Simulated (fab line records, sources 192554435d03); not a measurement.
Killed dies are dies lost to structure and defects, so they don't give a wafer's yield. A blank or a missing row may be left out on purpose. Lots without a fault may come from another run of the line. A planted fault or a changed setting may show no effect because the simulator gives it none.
fab line records | flow n5_finfet | part 2 of 2: steps 22 to 28 of 28
record lots=5 wafers=15 last_day=17
route steps=1938 shown BEOL_M2@863
lots that met no fault: from a run of the same line without faults
start_h: hours from the record's first day to the start of the lot's first wafer shown | wait_h: hours since the lot's step before | " the same as in the row above | L1.1+2: a row that stands for several wafers | - no value, or no start given | * or withheld: withheld | < > ~ a bound
route shown NAME@n: a module of which the file shows steps, and the number in the route of the first | usual: mean/standard deviation of fault-free wafers | same: alike in all rows | chamber/n: place in a boat | sites: the reading at each site | _std_site: their standard deviation | _edge_site: outer sites' mean less inner sites' | radius_mm: how far each site lies from the wafer's centre | mask NAME#n: copy n | behind: the tool/chamber that last shaped the wafer | hold: why the lot was held/for how many hours/how that ended | device: the transistor (n, p or np) that didn't switch | end of line: the same wafers' tests at the end of the route | a step without rows: its recipe alone | killed: dies lost to structure and defects at the first sort, not the wafer's yield | map: a wafer's dies, x killed, . not, _ none there
set.NAME: the setting as run; set.NAME@STEP: as run at that earlier step | model.NAME: the simulator's own value behind a step, which no gauge read
lots at some steps of the route; a table a step, a row a wafer
services: from which hour (start_h, from the record's first day; less than 0 if before it) a tool's chamber was out of use, for how many hours, and why
## steps
# step N5_BEOL_M2_ETCH_70
# recipe chemistry=N2/H2 target=SOC target_depth_a=800 overetch_a=240 mask_material=SiARC temp_c=40 time_s=130 ion_energy_ev=200 pressure_mtorr=30 source_w=840 bias_w=150 n2_flow_sccm=200 h2_flow_sccm=200
# usual drypump_motor_current_A=5.9/0.47 oes_product_au=0.60/0.054 rf_vpp_V=523.4/2.7 showerhead_plenum_p_Torr=2.53/0.09 temp_c=40.00/0.1 throttle_valve_pct=17.74/0.24
# columns lot.wafer tool chamber start_h wait_h drypump_motor_current_A oes_product_au rf_hours_counter_h rf_vpp_V showerhead_plenum_p_Torr temp_c throttle_valve_pct
L074.2 rie_diel-03 3 154.68 0.0 5.6 0.51 227 525.5 2.62 39.93 18.37
L074.3 " 0 " " 6.0 0.62 63 523.4 2.48 39.93 17.96
L074.5 " 1 " " 6.5 0.64 - 525.0 2.59 39.87 17.53
L080.1 rie_diel-01 2 177.59 0.0 5.4 0.52 204 528.3 2.62 40.04 17.91
L080.3 " 0 " " 6.2 0.57 144 520.0 2.43 40.08 17.80
L080.6 " 1 " " 6.4 0.60 - 522.2 2.50 40.01 17.55
L082.2 rie_diel-01 1 213.33 0.0 6.4 0.60 60 523.3 2.49 40.19 17.58
L082.5 " 2 " " 5.4 0.52 - 526.4 2.62 40.05 17.93
L082.6 " 3 " " 5.1 0.55 - 516.8 2.31 40.31 17.50
L083.1 rie_diel-03 1 213.42 0.0 6.5 0.62 53 524.9 2.58 39.96 17.58
L083.4 " 2 " " 6.7 0.61 68 526.3 2.58 40.04 17.88
L083.5 " 0 " " 6.0 0.61 - 521.3 2.47 40.00 18.00
L086.1 rie_diel-05 1 262.44 0.0 6.2 0.65 42 522.2 2.47 39.98 17.55
L086.3 " 2 " " 5.6 0.53 216 526.9 2.63 40.02 18.02
L086.6 " 0 " " 5.4 0.59 - 524.8 2.57 39.99 17.70
# step N5_BEOL_M2_STRIP_71
# recipe chemistry=N2/H2 temp_c=40 n2_flow_sccm=200 h2_flow_sccm=200 rf_frequency_hz=6e+07
# columns lot.wafer tool chamber start_h wait_h
L074.2+3+5 rie_diel-03 3,0,1 154.77 0.0
L080.1+3+6 rie_diel-01 2,0,1 177.68 0.0
L082.2+5+6 rie_diel-01 1,2,3 213.42 0.0
L083.1+4+5 rie_diel-03 1,2,0 213.51 0.0
L086.1+3+6 rie_diel-05 1,2,0 262.52 0.0
# step N5_BEOL_M2_STRIP_78
# recipe chemistry=N2/H2 temp_c=40 n2_flow_sccm=200 h2_flow_sccm=200 rf_frequency_hz=6e+07
# columns lot.wafer tool chamber start_h wait_h
L074.2+3+5 rie_diel-03 3,0,1 154.78 0.0
L080.1+3+6 rie_diel-01 2,0,1 177.69 0.0
L082.2+5+6 rie_diel-01 1,2,3 213.43 0.0
L083.1+4+5 rie_diel-03 1,2,0 213.52 0.0
L086.1+3+6 rie_diel-05 1,2,0 262.53 0.0
# step N5_BEOL_M2_VIA_ETCH_34
# recipe chemistry=C4F6/O2 target_depth_a=694 mask_material=SOC pressure_mtorr=15 ion_energy_ev=250 taper_deg=4 time_s=65.9 source_w=350 bias_w=170 Ar_flow_sccm=300 C4F6_flow_sccm=10 O2_flow_sccm=10
# usual C4F6_flow_sccm=10.003/0.027 drypump_motor_current_A=5.9/0.47 oes_f_703_au=0.82/0.071 oes_product_au=0.81/0.075 rf_vpp_V=660/11 showerhead_plenum_p_Torr=2.83/0.096 throttle_valve_pct=30.70/0.26
# columns lot.wafer tool chamber start_h wait_h C4F6_flow_sccm drypump_motor_current_A oes_f_703_au oes_product_au rf_hours_counter_h rf_vpp_V showerhead_plenum_p_Torr throttle_valve_pct
L074.2 rie_diel-03 3 154.79 0.0 9.981 5.6 0.69 0.70 227 684 2.93 31.34
L074.3 " 0 " " 9.967 6.0 0.84 0.84 63 664 2.77 30.90
L074.5 " 1 " " 10.011 6.5 0.90 0.87 - 651 2.89 30.45
L080.1 rie_diel-01 2 177.70 0.0 9.980 5.4 0.70 0.71 204 681 2.93 30.76
L080.3 " 0 " " 10.052 6.2 0.76 0.76 144 645 2.73 30.87
L080.6 " 1 " " 9.977 6.4 0.85 0.85 - 650 2.77 30.38
L082.2 rie_diel-01 1 213.44 0.0 9.974 6.5 0.84 0.84 60 649 2.77 30.39
L082.5 " 2 " " 9.961 5.4 0.69 0.70 - 681 2.93 30.77
L082.6 " 3 " " 9.992 5.1 0.76 0.74 - 660 2.60 30.23
L083.1 rie_diel-03 1 213.53 0.0 10.058 6.4 0.86 0.83 53 649 2.88 30.44
L083.4 " 2 " " 9.953 6.7 0.85 0.83 69 646 2.90 31.07
L083.5 " 0 " " 10.018 6.0 0.81 0.80 - 664 2.76 30.90
L086.1 rie_diel-05 1 262.54 0.0 10.014 6.2 0.86 0.88 42 661 2.78 30.53
L086.3 " 2 " " 10.002 5.6 0.76 0.74 216 665 2.92 30.70
L086.6 " 0 " " 10.027 5.3 0.81 0.82 - 651 2.90 30.97
# step N5_BEOL_M2_STRIP_83
# recipe chemistry=C4F6/O2 resist=SiARC rf_frequency_hz=6e+07
# columns lot.wafer tool chamber start_h wait_h
L074.2+3+5 rie_diel-03 3,0,1 154.84 0.0
L080.1+3+6 rie_diel-01 2,0,1 177.75 0.0
L082.2+5+6 rie_diel-01 1,2,3 213.49 0.0
L083.1+4+5 rie_diel-03 1,2,0 213.58 0.0
L086.1+3+6 rie_diel-05 1,2,0 262.59 0.0
# step N5_BEOL_M2_STRIP_36
# recipe chemistry=N2/H2 power_w=450 temp_c=40 pressure_mtorr=20 rf_frequency_hz=6e+07 overash_fraction=0.3 bias_power_w=7 h2_frac=0.5 n2_flow_sccm=200 h2_flow_sccm=200
# usual drypump_motor_current_A=5.9/0.47 oes_product_au=0.81/0.079 rf_vpp_V=59.0/1.4 showerhead_plenum_p_Torr=2.52/0.09 temp_c=39.99/0.11 throttle_valve_pct=23.54/0.29
# columns lot.wafer tool chamber start_h wait_h drypump_motor_current_A oes_product_au rf_hours_counter_h rf_vpp_V showerhead_plenum_p_Torr temp_c throttle_valve_pct
L074.2 rie_diel-03 3 154.85 0.0 5.6 0.69 227 56.4 2.62 40.03 24.23
L074.3 " 0 " " 6.0 0.84 63 60.2 2.47 40.16 24.04
L074.5 " 1 " " 6.5 0.86 - 61.2 2.59 40.02 23.37
L080.1 rie_diel-01 2 177.76 0.0 5.4 0.69 204 59.6 2.62 40.01 23.67
L080.3 " 0 " " 6.3 0.76 144 57.6 2.43 40.03 23.55
L080.6 " 1 " " 6.4 0.85 - 60.4 2.49 39.94 23.45
L082.2 rie_diel-01 1 213.50 0.0 6.5 0.83 60 60.9 2.49 39.98 23.49
L082.5 " 2 " " 5.4 0.70 - 59.1 2.62 39.91 23.67
L082.6 " 3 " " 5.1 0.73 - 56.7 2.31 39.90 23.06
L083.1 rie_diel-03 1 213.59 0.0 6.5 0.83 53 56.9 2.58 40.26 23.38
L083.4 " 2 " " 6.7 0.84 69 58.8 2.57 40.18 23.65
L083.5 " 0 " " 6.0 0.83 - 60.1 2.47 39.99 24.03
L086.1 rie_diel-05 1 262.60 0.0 6.1 0.90 42 59.1 2.46 39.88 23.31
L086.3 " 2 " " 5.6 0.73 216 59.4 2.63 39.82 23.79
L086.6 " 0 " " 5.4 0.81 - 58.0 2.56 39.96 23.58
# step N5_BEOL_M2_TRENCH_ETCH_37
# recipe chemistry=C4F6/O2 target_depth_a=555.55 target=SiOC time_s=29.2 ion_energy_ev=250 pressure_mtorr=30 source_w=355 bias_w=185 Ar_flow_sccm=300 C4F6_flow_sccm=10 O2_flow_sccm=10
# usual C4F6_flow_sccm=10.001/0.029 drypump_motor_current_A=5.9/0.47 oes_f_703_au=0.82/0.072 oes_product_au=0.81/0.074 rf_vpp_V=660/11 showerhead_plenum_p_Torr=2.84/0.096 throttle_valve_pct=20.83/0.21
# columns lot.wafer tool chamber start_h wait_h C4F6_flow_sccm drypump_motor_current_A oes_f_703_au oes_product_au rf_hours_counter_h rf_vpp_V showerhead_plenum_p_Torr throttle_valve_pct
L074.2 rie_diel-03 3 - - 10.014 5.6 0.70 0.70 227 684 2.93 21.40
L074.3 " 0 " " 10.023 6.0 0.84 0.84 63 665 2.78 20.90
L074.5 " 1 " " 9.988 6.5 0.89 0.87 - 650 2.90 20.60
L080.1 rie_diel-01 2 - - 10.025 5.4 0.70 0.71 204 679 2.94 20.97
L080.3 " 0 " " 10.018 6.2 0.76 0.77 144 645 2.73 20.96
L080.6 " 1 " " 10.003 6.5 0.85 0.84 - 648 2.78 20.47
L082.2 rie_diel-01 1 - - 9.999 6.5 0.84 0.83 60 649 2.78 20.49
L082.5 " 2 " " 9.976 5.4 0.70 0.71 - 680 2.93 20.98
L082.6 " 3 " " 9.976 5.1 0.77 0.75 - 659 2.60 20.59
L083.1 rie_diel-03 1 - - 10.045 6.5 0.87 0.83 53 651 2.89 20.63
L083.4 " 2 " " 9.946 6.7 0.86 0.84 69 644 2.90 21.11
L083.5 " 0 " " 9.998 6.0 0.81 0.82 - 664 2.77 20.95
L086.1 rie_diel-05 1 - - 9.937 6.2 0.86 0.89 42 661 2.78 20.73
L086.3 " 2 " " 10.033 5.7 0.76 0.75 216 666 2.92 20.95
L086.6 " 0 " " 10.024 5.3 0.82 0.81 - 650 2.91 20.94
## services
# columns tool chamber start_h hours kind
ald_sin-01 1 127.63 3.0 repair
euv_scanner-02 - 133.99 1.3 repair
rie_diel-05 3 134.83 - clean
rie_diel-05 3 134.83 - consumable_replace:focus_ring
rie_diel-05 3 134.83 29.9 scheduled_down
rie_diel-05 3 134.83 29.9 vent_cycle
euv_scanner-01 - 135.32 1.0 pm
euv_scanner-02 - 154.17 1.0 pm
rie_diel-03 2 157.49 2.7 repair
euv_scanner-02 - 166.19 0.2 repair
euv_scanner-02 - 172.86 5.8 pm
euv_scanner-01 - 186.34 19.1 repair
ald_sin-03 3 193.74 3.0 repair
euv_scanner-02 - 206.41 6.2 pm
euv_scanner-02 - 212.66 4.6 pm
euv_scanner-01 - 224.25 4.6 pm
rie_diel-03 3 227.88 - clean
rie_diel-03 3 227.88 - consumable_replace:focus_ring
rie_diel-03 3 227.88 18.7 scheduled_down
rie_diel-03 3 227.88 18.7 vent_cycle
rie_diel-05 2 229.83 7.1 repair
ald_sin-01 - 244.06 1.3 repair
euv_scanner-01 - 246.87 1.0 pm
litho_track-01 - 256.46 - consumable_replace:filter
